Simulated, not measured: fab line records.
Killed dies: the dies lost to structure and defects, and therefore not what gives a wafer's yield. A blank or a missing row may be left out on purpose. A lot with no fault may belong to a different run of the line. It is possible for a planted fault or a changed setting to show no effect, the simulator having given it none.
A sampling plan put to the test | flow nand_harc | one fab line, 36 faults that these records tell of, each judged on the records of the lots that it struck
The line's own looks make up the plan; these are the steps of the route where a gauge or inspection reads the wafer and leaves it unchanged. Where struck wafers have a number at a look and the file lists that look's usual mean and standard deviation on fault-free wafers, the look can be judged. Caught: at a look after the fault's first step, the mean of the struck wafers lies 4 or more of those standard deviations (sigma) from the usual mean. On the tool: the same test on the tool's own readings at the fault's steps. Caught also covers a different recipe on the struck wafers, or a record left blank for those wafers only.

## THE FAULTS, as the simulator had put them in
1. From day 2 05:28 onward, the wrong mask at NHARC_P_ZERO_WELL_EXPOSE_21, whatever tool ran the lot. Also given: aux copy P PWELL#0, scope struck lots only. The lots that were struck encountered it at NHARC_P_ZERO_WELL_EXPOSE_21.
2. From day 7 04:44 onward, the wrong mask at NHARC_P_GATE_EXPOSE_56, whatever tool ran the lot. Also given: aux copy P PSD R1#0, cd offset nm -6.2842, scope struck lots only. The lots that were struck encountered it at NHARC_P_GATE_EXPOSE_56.
3. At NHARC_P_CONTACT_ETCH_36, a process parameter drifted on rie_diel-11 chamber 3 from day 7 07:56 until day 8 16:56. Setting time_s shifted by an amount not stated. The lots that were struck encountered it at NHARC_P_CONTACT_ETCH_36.
4. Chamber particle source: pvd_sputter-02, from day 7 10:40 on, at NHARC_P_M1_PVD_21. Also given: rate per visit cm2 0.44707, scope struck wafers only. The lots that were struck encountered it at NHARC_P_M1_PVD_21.
5. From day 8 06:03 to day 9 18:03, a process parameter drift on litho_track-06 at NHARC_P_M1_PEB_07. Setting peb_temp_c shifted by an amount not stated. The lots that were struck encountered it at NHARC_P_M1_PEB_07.
6. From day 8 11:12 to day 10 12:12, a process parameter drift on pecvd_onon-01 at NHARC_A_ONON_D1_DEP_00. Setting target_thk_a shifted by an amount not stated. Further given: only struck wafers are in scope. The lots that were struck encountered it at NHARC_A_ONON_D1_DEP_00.
7. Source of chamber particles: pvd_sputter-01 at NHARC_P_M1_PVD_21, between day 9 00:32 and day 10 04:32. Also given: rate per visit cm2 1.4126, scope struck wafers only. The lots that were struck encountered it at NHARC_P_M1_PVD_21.
8. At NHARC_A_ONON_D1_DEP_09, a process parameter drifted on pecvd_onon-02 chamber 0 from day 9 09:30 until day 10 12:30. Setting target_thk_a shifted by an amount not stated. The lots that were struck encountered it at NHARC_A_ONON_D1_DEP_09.
9. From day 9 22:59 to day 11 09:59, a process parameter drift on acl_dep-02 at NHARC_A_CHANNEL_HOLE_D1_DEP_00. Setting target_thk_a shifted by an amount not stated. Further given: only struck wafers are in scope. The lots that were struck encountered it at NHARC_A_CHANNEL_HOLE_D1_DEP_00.
10. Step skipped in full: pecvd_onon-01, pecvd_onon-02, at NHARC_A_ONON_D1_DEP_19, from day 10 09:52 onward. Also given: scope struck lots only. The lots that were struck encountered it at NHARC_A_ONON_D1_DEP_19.
11. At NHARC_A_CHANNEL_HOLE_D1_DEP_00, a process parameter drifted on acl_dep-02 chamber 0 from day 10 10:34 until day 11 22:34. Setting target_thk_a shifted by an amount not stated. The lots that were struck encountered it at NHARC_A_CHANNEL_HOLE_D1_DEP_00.
12. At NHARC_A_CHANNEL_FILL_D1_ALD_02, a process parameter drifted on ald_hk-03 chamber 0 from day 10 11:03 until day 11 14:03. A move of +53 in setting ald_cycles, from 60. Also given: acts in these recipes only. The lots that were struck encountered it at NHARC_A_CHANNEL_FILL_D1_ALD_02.
13. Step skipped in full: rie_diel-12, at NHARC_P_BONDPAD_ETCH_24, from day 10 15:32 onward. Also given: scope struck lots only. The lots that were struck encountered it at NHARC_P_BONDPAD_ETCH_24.
14. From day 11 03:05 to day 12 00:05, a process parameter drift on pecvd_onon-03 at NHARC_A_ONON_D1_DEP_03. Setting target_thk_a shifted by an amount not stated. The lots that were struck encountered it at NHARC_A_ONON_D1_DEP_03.
15. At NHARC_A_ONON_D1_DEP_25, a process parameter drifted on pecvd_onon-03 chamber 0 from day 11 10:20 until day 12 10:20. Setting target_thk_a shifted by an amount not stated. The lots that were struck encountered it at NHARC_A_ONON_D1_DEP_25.
16. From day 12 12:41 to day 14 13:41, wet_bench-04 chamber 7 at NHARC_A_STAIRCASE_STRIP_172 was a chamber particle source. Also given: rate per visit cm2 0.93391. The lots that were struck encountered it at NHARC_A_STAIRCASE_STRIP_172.
17. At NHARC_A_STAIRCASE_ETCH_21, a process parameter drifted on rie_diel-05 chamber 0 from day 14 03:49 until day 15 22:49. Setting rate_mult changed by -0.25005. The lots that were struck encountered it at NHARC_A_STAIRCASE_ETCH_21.
18. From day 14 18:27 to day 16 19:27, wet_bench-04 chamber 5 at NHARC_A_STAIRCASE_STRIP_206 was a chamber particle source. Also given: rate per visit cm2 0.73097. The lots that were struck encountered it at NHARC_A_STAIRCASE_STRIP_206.
19. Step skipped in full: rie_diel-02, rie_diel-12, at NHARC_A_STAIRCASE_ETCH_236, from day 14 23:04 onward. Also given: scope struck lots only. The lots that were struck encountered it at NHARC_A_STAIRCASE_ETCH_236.
20. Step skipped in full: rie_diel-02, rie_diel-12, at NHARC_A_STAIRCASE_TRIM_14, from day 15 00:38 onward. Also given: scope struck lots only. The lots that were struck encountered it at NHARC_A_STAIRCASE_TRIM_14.
21. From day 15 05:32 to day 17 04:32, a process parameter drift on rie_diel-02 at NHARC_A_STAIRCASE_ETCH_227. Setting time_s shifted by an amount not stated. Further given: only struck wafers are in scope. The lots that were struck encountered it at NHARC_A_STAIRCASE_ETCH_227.
22. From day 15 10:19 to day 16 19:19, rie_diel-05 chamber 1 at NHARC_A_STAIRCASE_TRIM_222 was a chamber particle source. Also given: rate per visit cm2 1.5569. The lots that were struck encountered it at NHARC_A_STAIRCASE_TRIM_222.
23. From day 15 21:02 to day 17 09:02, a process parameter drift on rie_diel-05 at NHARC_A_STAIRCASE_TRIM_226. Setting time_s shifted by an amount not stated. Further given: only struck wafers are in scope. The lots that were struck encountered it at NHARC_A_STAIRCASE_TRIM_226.
24. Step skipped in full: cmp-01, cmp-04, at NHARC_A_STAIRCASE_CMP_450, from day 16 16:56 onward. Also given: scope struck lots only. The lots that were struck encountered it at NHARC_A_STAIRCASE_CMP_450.
25. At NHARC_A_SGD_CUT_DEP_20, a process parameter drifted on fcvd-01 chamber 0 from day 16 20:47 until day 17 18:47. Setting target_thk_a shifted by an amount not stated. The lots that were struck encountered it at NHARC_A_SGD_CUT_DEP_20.
26. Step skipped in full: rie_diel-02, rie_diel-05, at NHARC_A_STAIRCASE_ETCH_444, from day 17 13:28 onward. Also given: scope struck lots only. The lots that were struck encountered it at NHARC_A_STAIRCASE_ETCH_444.
27. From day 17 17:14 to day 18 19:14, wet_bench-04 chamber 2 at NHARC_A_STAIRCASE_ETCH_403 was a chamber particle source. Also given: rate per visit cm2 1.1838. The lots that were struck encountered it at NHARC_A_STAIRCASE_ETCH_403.
28. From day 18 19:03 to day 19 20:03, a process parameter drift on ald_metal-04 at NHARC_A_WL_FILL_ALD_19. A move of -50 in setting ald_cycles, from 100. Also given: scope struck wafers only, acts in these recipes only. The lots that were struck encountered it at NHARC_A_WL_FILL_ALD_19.
29. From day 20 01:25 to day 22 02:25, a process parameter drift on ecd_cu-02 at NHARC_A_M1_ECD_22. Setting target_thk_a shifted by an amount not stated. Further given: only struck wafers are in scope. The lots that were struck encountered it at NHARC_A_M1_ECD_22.
30. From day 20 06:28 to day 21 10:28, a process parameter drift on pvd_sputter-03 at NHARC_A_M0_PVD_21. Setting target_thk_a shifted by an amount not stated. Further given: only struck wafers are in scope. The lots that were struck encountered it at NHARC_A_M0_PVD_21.
31. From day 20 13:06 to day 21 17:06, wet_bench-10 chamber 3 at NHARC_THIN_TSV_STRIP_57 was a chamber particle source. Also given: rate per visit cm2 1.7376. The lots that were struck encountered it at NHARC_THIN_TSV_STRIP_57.
32. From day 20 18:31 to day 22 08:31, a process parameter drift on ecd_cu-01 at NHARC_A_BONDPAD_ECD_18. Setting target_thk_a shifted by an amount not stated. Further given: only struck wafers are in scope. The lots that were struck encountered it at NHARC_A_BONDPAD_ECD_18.
33. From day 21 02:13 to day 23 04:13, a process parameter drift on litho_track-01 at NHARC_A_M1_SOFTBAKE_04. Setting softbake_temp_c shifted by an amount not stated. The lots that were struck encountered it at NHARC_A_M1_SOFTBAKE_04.
34. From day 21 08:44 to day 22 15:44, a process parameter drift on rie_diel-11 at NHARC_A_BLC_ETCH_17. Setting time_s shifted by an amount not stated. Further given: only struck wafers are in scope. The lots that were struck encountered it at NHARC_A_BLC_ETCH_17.
35. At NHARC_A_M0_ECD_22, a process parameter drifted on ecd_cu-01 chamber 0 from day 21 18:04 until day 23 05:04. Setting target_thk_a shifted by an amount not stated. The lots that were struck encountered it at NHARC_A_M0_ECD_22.
36. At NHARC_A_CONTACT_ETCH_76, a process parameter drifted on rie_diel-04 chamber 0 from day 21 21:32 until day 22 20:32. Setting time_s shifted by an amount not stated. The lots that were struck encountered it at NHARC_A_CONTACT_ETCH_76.

## WHAT THE PLAN SAW
fault | on the tool itself                               | first look that catches it                      | reading, sigma                                       | median hours from its first step to that look | hours from the fault's start to the first struck lot there | judged looks passed uncaught
1     | no reading that can be judged                    | NHARC_END_SORT_01                               | killed_at_periphery +99 or beyond                    | 424.9                                         | 427                                                        | 1
2     | no reading that can be judged                    | not the one look that can be judged after it    | strongest: cd_nm at NHARC_P_GATE_CD_MEAS_59, -3.9    | -                                             | -                                                          | 1
3     | run_length_s -99 or beyond sigma                 | NHARC_END_SORT_01                               | killed_at_periphery +99 or beyond                    | 331.3                                         | 331                                                        | 0
4     | under 2 sigma                                    | NHARC_END_SORT_01                               | killed_at_periphery +20                              | 332.2                                         | 328                                                        | 3
5     | plate_temp_C +20 sigma                           | NHARC_P_M1_CD_MEAS_09                           | cd_nm +17                                            | 0.1                                           | 6                                                          | 0
6     | under 2 sigma                                    | NHARC_A_ONON_D1_THK_MEAS_02                     | thk_nm +42                                           | 0.5                                           | 7                                                          | 0
7     | under 2 sigma                                    | NHARC_END_SORT_01                               | killed_at_periphery +25                              | 324.9                                         | 352                                                        | 0
8     | no reading that can be judged                    | NHARC_A_ONON_D1_THK_MEAS_11                     | thk_nm +57                                           | 0.5                                           | 7                                                          | 0
9     | under 2 sigma                                    | NHARC_END_SORT_01                               | killed_at_array +6.3                                 | 279.0                                         | 276                                                        | 1
10    | the tool's record is blank for the struck wafers | NHARC_END_SORT_01                               | killed_at_array +53                                  | 266.8                                         | 271                                                        | 0
11    | under 2 sigma                                    | NHARC_END_SORT_01                               | killed_at_array +12                                  | 255.1                                         | 264                                                        | 2
12    | under 2 sigma                                    | not the one look that can be judged after it    | strongest: VT_DECK1_TOP at NHARC_END_WLT_00, +3.2    | -                                             | -                                                          | 1
13    | the tool's record is blank for the struck wafers | NHARC_END_SORT_01                               | killed_at_periphery +99 or beyond                    | 318.2                                         | 314                                                        | 0
14    | under 2 sigma                                    | NHARC_A_ONON_D1_THK_MEAS_05                     | thk_nm +24                                           | 0.4                                           | 9                                                          | 0
15    | under 2 sigma                                    | NHARC_A_ONON_D1_THK_MEAS_27                     | thk_nm +72                                           | 0.4                                           | 3                                                          | 0
16    | no reading that can be judged                    | NHARC_END_SORT_01                               | killed_at_array +7.6                                 | 205.8                                         | 221                                                        | 1
17    | oes_product_au -11 sigma                         | NHARC_END_SORT_01                               | killed_dies +28                                      | 222.8                                         | 237                                                        | 0
18    | no reading that can be judged                    | NHARC_END_SORT_01                               | killed_at_array +5.8                                 | 194.8                                         | 203                                                        | 1
19    | the tool's record is blank for the struck wafers | NHARC_END_SORT_01                               | killed_at_array +53                                  | 196.5                                         | 197                                                        | 0
20    | the tool's record is blank for the struck wafers | NHARC_END_SORT_01                               | killed_at_array +53                                  | 214.6                                         | 209                                                        | 0
21    | run_length_s -23 sigma                           | NHARC_END_SORT_01                               | killed_dies +53                                      | 212.1                                         | 211                                                        | 0
22    | under 2 sigma                                    | NHARC_END_SORT_01                               | killed_at_array +8.3                                 | 216.6                                         | 221                                                        | 2
23    | run_length_s -99 or beyond sigma                 | NHARC_END_SORT_01                               | killed_at_array +53                                  | 195.9                                         | 218                                                        | 0
24    | the tool's record is blank for the struck wafers | NHARC_END_SORT_01                               | killed_at_array +53                                  | 124.5                                         | 129                                                        | 0
25    | no reading that can be judged                    | NHARC_A_SGD_CUT_THK_MEAS_22                     | thk_nm -36                                           | 5.3                                           | 13                                                         | 0
26    | the tool's record is blank for the struck wafers | NHARC_END_SORT_01                               | killed_dies +53                                      | 146.6                                         | 147                                                        | 0
27    | no reading that can be judged                    | none of the 3 looks that can be judged after it | strongest: killed_dies at NHARC_END_SORT_01, +3.6    | -                                             | -                                                          | 3
28    | under 2 sigma                                    | NHARC_END_SORT_01                               | killed_at_array +53                                  | 85.1                                          | 82                                                         | 0
29    | no reading that can be judged                    | no look after it can be judged                  | -                                                    | -                                             | -                                                          | 0
30    | under 2 sigma                                    | NHARC_END_SORT_01                               | sort_bin_2_pct +99 or beyond                         | 41.8                                          | 68                                                         | 0
31    | no reading that can be judged                    | NHARC_THIN_TSV_INSPECT_40                       | raw_defect_count +13                                 | 4.2                                           | 8                                                          | 0
32    | no reading that can be judged                    | NHARC_A_BONDPAD_THK_MEAS_20                     | thk_nm -35                                           | 0.9                                           | 26                                                         | 0
33    | heater_power_total_W +99 or beyond sigma         | NHARC_A_M1_CD_MEAS_09                           | cd_nm -4.1                                           | 0.9                                           | 10                                                         | 0
34    | run_length_s -99 or beyond sigma                 | NHARC_END_SORT_01                               | killed_dies +8.0                                     | 52.8                                          | 60                                                         | 0
35    | no reading that can be judged                    | not the one look that can be judged after it    | strongest: sort_bin_2_pct at NHARC_END_SORT_01, +3.4 | -                                             | -                                                          | 1
36    | run_length_s -99 or beyond sigma                 | NHARC_END_SORT_01                               | killed_at_array +50                                  | 71.8                                          | 74                                                         | 0
A dash: this means the fault isn't caught or the number doesn't appear in these records.

Caught at a look: 31 of 36. Caught on the tool: 14 of 36. By one or the other: 31 of 36.
Caught at a look alone: faults 1, 4, 6, 7, 8, 9, 11, 14, 15, 16, 18, 22, 25, 28, 30, 31, 32.
Caught by neither: faults 2, 12, 27, 29, 35.

## THINNER SAMPLING
Were the look that catches a fault to measure just every second or every third lot (counted by lot number), the first struck lot would, at worst, be measured this late:
fault | struck lots at that look, in order of time | every lot | every second lot | every third lot
1     | L924                                       | 427 h     | may miss it      | may miss it
3     | L326, L327                                 | 331 h     | 349 h            | may miss all 2
4     | L789, L788                                 | 328 h     | 335 h            | may miss all 2
5     | L376, L377                                 | 6 h       | 29 h             | may miss all 2
6     | L705, L707, L711                           | 7 h       | may miss all 3   | may miss all 3
7     | L323                                       | 352 h     | may miss it      | may miss it
8     | L185, L186                                 | 7 h       | 16 h             | may miss all 2
9     | L374, L373                                 | 276 h     | 284 h            | may miss all 2
10    | L886, L890                                 | 271 h     | may miss all 2   | may miss all 2
11    | L910, L912                                 | 264 h     | may miss all 2   | may miss all 2
13    | L127, L128                                 | 314 h     | 335 h            | may miss all 2
14    | L578, L583                                 | 9 h       | 19 h             | may miss all 2
15    | L187, L188                                 | 3 h       | 14 h             | may miss all 2
16    | L880                                       | 221 h     | may miss it      | may miss it
17    | L198                                       | 237 h     | may miss it      | may miss it
18    | L782                                       | 203 h     | may miss it      | may miss it
19    | L291, L294                                 | 197 h     | 209 h            | may miss all 2
20    | L674, L677                                 | 209 h     | 230 h            | may miss all 2
21    | L113, L117                                 | 211 h     | may miss all 2   | may miss all 2
22    | L502, L503                                 | 221 h     | 229 h            | may miss all 2
23    | L829, L832, L831                           | 218 h     | 220 h            | may miss all 3
24    | L571, L574                                 | 129 h     | 130 h            | may miss all 2
25    | L723, L726, L724                           | 13 h      | 13 h             | may miss all 3
26    | L855, L856                                 | 147 h     | 155 h            | may miss all 2
28    | L227, L226                                 | 82 h      | 105 h            | may miss all 2
30    | L658                                       | 68 h      | may miss it      | may miss it
31    | L869, L874                                 | 8 h       | 32 h             | may miss all 2
32    | L329                                       | 26 h      | may miss it      | may miss it
33    | L749, L754                                 | 10 h      | 47 h             | may miss all 2
34    | L837, L836, L838                           | 60 h      | 68 h             | 80 h
36    | L516, L519, L520                           | 74 h      | 77 h             | may miss all 3
Hours: fault start to first struck lot measured. The limit of 4 sigma was tested on all struck wafers together, so one lot alone may lie under it. Other struck lots may not be in these records.

## THE LONGEST TIMED WAY FROM STEP TO LOOK
In fault 1, a median of 424.9 hours elapses between NHARC_P_ZERO_WELL_EXPOSE_21 and NHARC_END_SORT_01. The look between them that can be judged stayed within 4 sigma: NHARC_P_ZERO_WELL_INSPECT_43.
